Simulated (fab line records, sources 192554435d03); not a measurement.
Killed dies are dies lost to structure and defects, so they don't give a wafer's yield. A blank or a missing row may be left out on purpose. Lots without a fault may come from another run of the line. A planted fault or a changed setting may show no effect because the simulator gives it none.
Chamber matching | flow n5_finfet | N5_BEOL_M1_ALD_98 on ald_sin-03: 4 sister chambers
The step deposits SiO2, target thk 2.5 nm, pulse time 1 s, co reactant pulse time 1 s. 7 wafers are shown with their chamber, then 7 later ones without.

WAFERS WITH THEIR CHAMBER
wafer  | chamber | heater_power_w (W) | precursor_pulse_height_rel
L079.6 | 2       | 64                 | 1.009
L082.4 | 2       | 63                 | 1.012
L085.4 | 0       | 85                 | 0.987
L090.1 | 3       | 75                 | 1.019
L090.6 | 1       | 65                 | 0.991
L093.2 | 3       | 76                 | 0.991
L093.3 | 1       | 66                 | 1.003

WAFERS WITHOUT THEIR CHAMBER
wafer  | heater_power_w (W) | precursor_pulse_height_rel
L093.6 | 62                 | 1.000
L086.3 | 61                 | 0.992
L086.4 | 68                 | 0.971
L086.5 | 63                 | 1.022
L096.1 | 75                 | 0.995
L096.4 | 69                 | 1.008
L096.5 | 75                 | 0.973

WHICH CHAMBER EACH WENT THROUGH
wafer  | from the rows above | in truth
L093.6 | 2                   | 2
L086.3 | 2                   | 2
L086.4 | 1                   | 1
L086.5 | 2                   | 2
L096.1 | 3                   | 3
L096.4 | 1                   | 1
L096.5 | 3                   | 3
Placed correctly: 7 of 7. Can't be placed from these rows: 0. Placed wrongly: 0.
How it was worked out, from the rows above alone: a wafer's distance from a chamber is the root of the sum, over the readings, of the square of ((its reading less the chamber's mean) divided by the reading's scatter). The wafer belongs to the nearest chamber; if the next one is less than 2 further off, it can't be placed. A chamber's mean is the mean of its shown wafers. The scatter: the root of (the sum of the squares of (reading less its chamber's mean) over the shown wafers, divided by (wafers less chambers)).
